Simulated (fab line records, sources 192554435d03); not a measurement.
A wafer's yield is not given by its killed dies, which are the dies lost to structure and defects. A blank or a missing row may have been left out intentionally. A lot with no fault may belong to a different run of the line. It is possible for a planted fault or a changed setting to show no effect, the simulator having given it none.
Split-lot experiment :: flow n5-finfet :: on a route of 1938 steps: 7 lots, 21 wafers read

== THE SPLIT ==
At N5_BEOL_M6_COAT_63 (time 60 s, resist thk 60 nm), the setting spin-rpm was moved away from the recipe's 1500 rpm on 8 of the 21 wafers read, by -7.4% to +11.2%. All remaining wafers had this setting at the recipe value.

The reading is taken at the split's own step.

== THE READING ==
SOC_of_BEOL_M6_COAT_63.thk-nm (the simulator's own value, which no gauge read), in nm, at N5_BEOL_M6_COAT_63 (time 60 s, resist thk 60 nm). The file does not state a usual value for it. Average 60.1 nm, standard deviation 0.2 nm, over the 13 wafers here run with the recipe.

wafer: L077.1
tool, chamber at the split: litho-track-01, 0
spin-rpm as run, rpm: 1500
against the recipe: recipe
SOC_of_BEOL_M6_COAT_63.thk-nm, nm: 60
against lot-mates on the recipe: -

wafer: L077.2
tool, chamber at the split: litho-track-01, 0
spin-rpm as run, rpm: 1500
against the recipe: recipe
SOC_of_BEOL_M6_COAT_63.thk-nm, nm: 60.2
against lot-mates on the recipe: -

wafer: L077.4
tool, chamber at the split: litho-track-01, 0
spin-rpm as run, rpm: 1659
against the recipe: +10.6%
SOC_of_BEOL_M6_COAT_63.thk-nm, nm: 57
against lot-mates on the recipe: -3.1

wafer: L078.2
tool, chamber at the split: litho-track-04, 0
spin-rpm as run, rpm: 1500
against the recipe: recipe
SOC_of_BEOL_M6_COAT_63.thk-nm, nm: 60
against lot-mates on the recipe: -

wafer: L078.4
tool, chamber at the split: litho-track-04, 0
spin-rpm as run, rpm: 1668
against the recipe: +11.2%
SOC_of_BEOL_M6_COAT_63.thk-nm, nm: 56.8
against lot-mates on the recipe: -3.2

wafer: L078.5
tool, chamber at the split: litho-track-04, 0
spin-rpm as run, rpm: 1668
against the recipe: +11.2%
SOC_of_BEOL_M6_COAT_63.thk-nm, nm: 57
against lot-mates on the recipe: -3.0

wafer: L080.1
tool, chamber at the split: litho-track-01, 0
spin-rpm as run, rpm: 1500
against the recipe: recipe
SOC_of_BEOL_M6_COAT_63.thk-nm, nm: 60.2
against lot-mates on the recipe: -

wafer: L080.2
tool, chamber at the split: litho-track-01, 0
spin-rpm as run, rpm: 1389
against the recipe: -7.4%
SOC_of_BEOL_M6_COAT_63.thk-nm, nm: 62.4
against lot-mates on the recipe: +2.2

wafer: L080.5
tool, chamber at the split: litho-track-01, 0
spin-rpm as run, rpm: 1389
against the recipe: -7.4%
SOC_of_BEOL_M6_COAT_63.thk-nm, nm: 62.4
against lot-mates on the recipe: +2.2

wafer: L096.3
tool, chamber at the split: litho-track-01, 0
spin-rpm as run, rpm: 1500
against the recipe: recipe
SOC_of_BEOL_M6_COAT_63.thk-nm, nm: 59.8
against lot-mates on the recipe: -

wafer: L096.6
tool, chamber at the split: litho-track-01, 0
spin-rpm as run, rpm: 1500
against the recipe: recipe
SOC_of_BEOL_M6_COAT_63.thk-nm, nm: 59.8
against lot-mates on the recipe: -

wafer: L096.4
tool, chamber at the split: litho-track-01, 0
spin-rpm as run, rpm: 1554
against the recipe: +3.6%
SOC_of_BEOL_M6_COAT_63.thk-nm, nm: 58.6
against lot-mates on the recipe: -1.2

wafer: L090.2
tool, chamber at the split: litho-track-01, 0
spin-rpm as run, rpm: 1623
against the recipe: +8.2%
SOC_of_BEOL_M6_COAT_63.thk-nm, nm: 58
against lot-mates on the recipe: -2.0

wafer: L090.5
tool, chamber at the split: litho-track-01, 0
spin-rpm as run, rpm: 1623
against the recipe: +8.2%
SOC_of_BEOL_M6_COAT_63.thk-nm, nm: 58
against lot-mates on the recipe: -2.0

wafer: L090.3
tool, chamber at the split: litho-track-01, 0
spin-rpm as run, rpm: 1500
against the recipe: recipe
SOC_of_BEOL_M6_COAT_63.thk-nm, nm: 60
against lot-mates on the recipe: -

wafer: L097.1
tool, chamber at the split: litho-track-01, 0
spin-rpm as run, rpm: 1500
against the recipe: recipe
SOC_of_BEOL_M6_COAT_63.thk-nm, nm: 59.8
against lot-mates on the recipe: -

wafer: L097.2
tool, chamber at the split: litho-track-01, 0
spin-rpm as run, rpm: 1500
against the recipe: recipe
SOC_of_BEOL_M6_COAT_63.thk-nm, nm: 60
against lot-mates on the recipe: -

wafer: L097.5
tool, chamber at the split: litho-track-01, 0
spin-rpm as run, rpm: 1500
against the recipe: recipe
SOC_of_BEOL_M6_COAT_63.thk-nm, nm: 60
against lot-mates on the recipe: -

wafer: L092.3
tool, chamber at the split: litho-track-03, 0
spin-rpm as run, rpm: 1500
against the recipe: recipe
SOC_of_BEOL_M6_COAT_63.thk-nm, nm: 60.4
against lot-mates on the recipe: -

wafer: L092.4
tool, chamber at the split: litho-track-03, 0
spin-rpm as run, rpm: 1500
against the recipe: recipe
SOC_of_BEOL_M6_COAT_63.thk-nm, nm: 60.4
against lot-mates on the recipe: -

wafer: L092.6
tool, chamber at the split: litho-track-03, 0
spin-rpm as run, rpm: 1500
against the recipe: recipe
SOC_of_BEOL_M6_COAT_63.thk-nm, nm: 60.2
against lot-mates on the recipe: -

FIT RESULTS
A straight line over all 21 wafers: SOC_of_BEOL_M6_COAT_63.thk-nm changes by -0.287 nm for each +1% of spin-rpm; r = -0.99; the points scatter about the line by 0.22 nm.
The same after taking each lot's own level away (the mean of its wafers on the recipe; 21 wafers): -0.279 nm for each +1%; r = -1.00; scatter 0.13 nm.
According to that fit, moving spin-rpm by its largest amount changes the reading by 3.1 nm.
The span of the lots' own levels, 59.80 to 60.33 nm, comes to 2.7 times the standard deviation stated above.
So the lot-to-lot level changes the slope little: the two slopes agree.
Check: -3.07 nm against its lot-mates is what the line predicts for one of the wafers moved furthest among these (+11.2%) when that wafer is left out of the fit. It came out at -3.2 nm against them.

== OTHER SPLITS ON THESE WAFERS ==
Before the reading, these wafers also passed through other splits. Each is held against what the fit with the lots' levels taken away leaves over:
other split on the same wafers: N5_BEOL_M1_PECVD_72 time-s
wafers away from the commonest value: 7
r with SOC_of_BEOL_M6_COAT_63.thk-nm (lot level and that fit taken away): -0.20

other split on the same wafers: N5_BEOL_M1_HM_DEP_02 target-thk-a
wafers away from the commonest value: 7
r with SOC_of_BEOL_M6_COAT_63.thk-nm (lot level and that fit taken away): +0.48

other split on the same wafers: N5_BEOL_M2_DESCUM_16 time-s
wafers away from the commonest value: 6
r with SOC_of_BEOL_M6_COAT_63.thk-nm (lot level and that fit taken away): -0.07

other split on the same wafers: N5_BEOL_M2_COAT_68 spin-rpm
wafers away from the commonest value: 7
r with SOC_of_BEOL_M6_COAT_63.thk-nm (lot level and that fit taken away): -0.44

other split on the same wafers: N5_BEOL_M3_COAT_76 spin-rpm
wafers away from the commonest value: 6
r with SOC_of_BEOL_M6_COAT_63.thk-nm (lot level and that fit taken away): +0.17

other split on the same wafers: N5_BEOL_M4_ETCH_64 bias-w
wafers away from the commonest value: 7
r with SOC_of_BEOL_M6_COAT_63.thk-nm (lot level and that fit taken away): -0.20

other split on the same wafers: N5_BEOL_M5_ETCH_62 source-w
wafers away from the commonest value: 10
r with SOC_of_BEOL_M6_COAT_63.thk-nm (lot level and that fit taken away): +0.07

other split on the same wafers: N5_BEOL_M5_COAT_74 spin-rpm
wafers away from the commonest value: 4
r with SOC_of_BEOL_M6_COAT_63.thk-nm (lot level and that fit taken away): -0.14

== FILE'S OWN FIT ==
SOC_of_BEOL_M6_COAT_63.thk-nm changes by -0.281 nm for each +1% of spin-rpm, r = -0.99.
